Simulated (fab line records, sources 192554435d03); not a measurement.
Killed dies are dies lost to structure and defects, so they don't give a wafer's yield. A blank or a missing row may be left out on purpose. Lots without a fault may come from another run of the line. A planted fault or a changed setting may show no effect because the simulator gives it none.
Tool commonality check | flow n5_finfet | 9 lots, 24 wafers sampled

WHY IT WAS OPENED
At N5_BEOL_M14_RS_MEAS_54 the reading M14_RS is flagged on 2 of 9 lots. Wafers without a fault read 0.0331 ohm/sq, standard deviation 0.00059.
Rule: a lot is flagged when every wafer of it that has a number lies more than 4 standard deviations from that mean, or none has a number. The other lots count as sound.

lot  | measured     | on            | M14_RS (ohm/sq), wafer by wafer | flag
L516 | day 11 13:06 | film_metro-02 | 0.0331 0.0344 0.0329            |
L525 | day 13 21:22 | film_metro-01 | 0.0330 0.0329                   |
L526 | day 14 16:00 | film_metro-01 | 0.0338 0.0328 0.0316            |
L528 | day 14 22:28 | film_metro-01 | 33.312 33.016 32.700            | FLAGGED
L529 | day 15 02:37 | film_metro-02 | 32.880 33.295 33.538            | FLAGGED
L532 | day 15 19:29 | film_metro-01 | 0.0331 0.0320                   |
L535 | day 16 19:34 | film_metro-02 | 0.0330 0.0332                   |
L536 | day 17 07:50 | film_metro-02 | 0.0331 0.0337 0.0334            |
L537 | day 17 08:19 | film_metro-01 | 0.0327 0.0319 0.0339            |
The numbers of the flagged lots are 33.1235 ohm/sq on average: +33.0904 ohm/sq against the usual, or +99 or more standard deviations.

WHICH TOOL RAN EACH LOT
The record holds 5 process steps before the reading, out of a route of 1938 steps. In each cell: the tool, then ch and the chambers that the sampled wafers went through, then the start.
lot  | flag    | N5_BEOL_M14_TRENCH_ETCH_34         | N5_BEOL_M14_PRE_CLEAN_42     | N5_BEOL_M14_SPUTTER_45       | N5_BEOL_M14_CMP_49            | N5_BEOL_M14_DEP_53
L516 |         | rie_diel-06 ch 0,1,3, day 11 10:46 | pvd_sputter-03, day 11 11:44 | pvd_sputter-03, day 11 11:56 | cmp-03 ch 1,2,3, day 11 12:41 | pecvd-03 ch 0,1,2, day 11 13:02
L525 |         | rie_diel-02 ch 0,1, day 13 18:38   | pvd_sputter-03, day 13 20:09 | pvd_sputter-03, day 13 20:22 | cmp-03 ch 1,2, day 13 21:05   | pecvd-04 ch 0,1, day 13 21:19
L526 |         | rie_diel-01 ch 0,2,3, day 14 12:51 | pvd_sputter-03, day 14 14:46 | pvd_sputter-03, day 14 14:58 | cmp-02 ch 0,1,2, day 14 15:34 | pecvd-03 ch 1,2, day 14 15:56
L528 | FLAGGED | rie_diel-01 ch 0,1,3, day 14 18:13 | pvd_sputter-01, day 14 21:08 | pvd_sputter-01, day 14 21:20 | cmp-03 ch 0,1, day 14 22:05   | pecvd-03 ch 0,1, day 14 22:24
L529 | FLAGGED | rie_diel-06 ch 2,3, day 15 00:17   | pvd_sputter-03, day 15 01:20 | pvd_sputter-03, day 15 01:34 | cmp-03 ch 1,2,3, day 15 02:17 | pecvd-01 ch 0,1,2, day 15 02:33
L532 |         | rie_diel-01 ch 0,2, day 15 15:45   | pvd_sputter-03, day 15 18:13 | pvd_sputter-03, day 15 18:27 | cmp-03 ch 0, day 15 19:04     | pecvd-04 ch 0, day 15 19:25
L535 |         | rie_diel-02 ch 0,2, day 16 15:02   | pvd_sputter-02, day 16 18:20 | pvd_sputter-02, day 16 18:32 | cmp-03 ch 0,1, day 16 19:09   | pecvd-03 ch 0, day 16 19:30
L536 |         | rie_diel-02 ch 0,2,3, day 17 04:36 | pvd_sputter-02, day 17 06:36 | pvd_sputter-02, day 17 06:48 | cmp-03 ch 0,3, day 17 07:24   | pecvd-01 ch 0,1,2, day 17 07:46
L537 |         | rie_diel-01 ch 0,1,3, day 17 04:44 | pvd_sputter-03, day 17 06:58 | pvd_sputter-03, day 17 07:10 | cmp-01 ch 0,2, day 17 07:56   | pecvd-01 ch 0,2, day 17 08:15
What these steps do:
- N5_BEOL_M14_TRENCH_ETCH_34: etches SiO2 in C4F8/O2/Ar, target depth 556.65 nm, time 126.9 s.
- N5_BEOL_M14_PRE_CLEAN_42: time 30 s.
- N5_BEOL_M14_SPUTTER_45: material Cu, target thk 100 nm, time 16.67 s.
- N5_BEOL_M14_CMP_49: polishes, stops on SiO2, t overpolish 5.2 s, target thk 560 nm.
- N5_BEOL_M14_DEP_53: deposits SiCN from 3MS/NH3, target thk 50 nm, time 17.8 s.
- N5_BEOL_M14_RS_MEAS_54: measures by four-point-probe.

FLAGGED OVER TOTAL, TOOL BY TOOL (the gauges that took the reading come last)
step                       | tool           | lots run | flagged | share of the flagged lots | sound lots run after its first flagged lot
N5_BEOL_M14_TRENCH_ETCH_34 | rie_diel-01    | 4        | 1       | some                      | 2 (L532,L537)
N5_BEOL_M14_TRENCH_ETCH_34 | rie_diel-02    | 3        | 0       | none                      | -
N5_BEOL_M14_TRENCH_ETCH_34 | rie_diel-06    | 2        | 1       | some                      | 0
N5_BEOL_M14_PRE_CLEAN_42   | pvd_sputter-01 | 1        | 1       | some                      | 0
N5_BEOL_M14_PRE_CLEAN_42   | pvd_sputter-02 | 2        | 0       | none                      | -
N5_BEOL_M14_PRE_CLEAN_42   | pvd_sputter-03 | 6        | 1       | some                      | 2 (L532,L537)
N5_BEOL_M14_SPUTTER_45     | pvd_sputter-01 | 1        | 1       | some                      | 0
N5_BEOL_M14_SPUTTER_45     | pvd_sputter-02 | 2        | 0       | none                      | -
N5_BEOL_M14_SPUTTER_45     | pvd_sputter-03 | 6        | 1       | some                      | 2 (L532,L537)
N5_BEOL_M14_CMP_49         | cmp-01         | 1        | 0       | none                      | -
N5_BEOL_M14_CMP_49         | cmp-02         | 1        | 0       | none                      | -
N5_BEOL_M14_CMP_49         | cmp-03         | 7        | 2       | all                       | 3 (L532,L535,L536)
N5_BEOL_M14_DEP_53         | pecvd-01       | 3        | 1       | some                      | 2 (L536,L537)
N5_BEOL_M14_DEP_53         | pecvd-03       | 4        | 1       | some                      | 1 (L535)
N5_BEOL_M14_DEP_53         | pecvd-04       | 2        | 0       | none                      | -
N5_BEOL_M14_RS_MEAS_54     | film_metro-01  | 5        | 1       | some                      | 2 (L532,L537)
N5_BEOL_M14_RS_MEAS_54     | film_metro-02  | 4        | 1       | some                      | 2 (L535,L536)

WHAT THE TABLE ALLOWS
1 row of the table ran every flagged lot: cmp-03 at N5_BEOL_M14_CMP_49.
- cmp-03 at N5_BEOL_M14_CMP_49: 2 of its 7 lots flagged. Sound lots ran on it after the first flagged one (L532, L535, L536), which a lasting fault on the whole tool wouldn't allow. Its own readings lie more than 4 standard deviations out on every wafer of the flagged lots: time_to_endpoint_s.
No row of the table ran every flagged lot and no sound lot after the first.

WHAT THE SIMULATOR HAD PUT IN
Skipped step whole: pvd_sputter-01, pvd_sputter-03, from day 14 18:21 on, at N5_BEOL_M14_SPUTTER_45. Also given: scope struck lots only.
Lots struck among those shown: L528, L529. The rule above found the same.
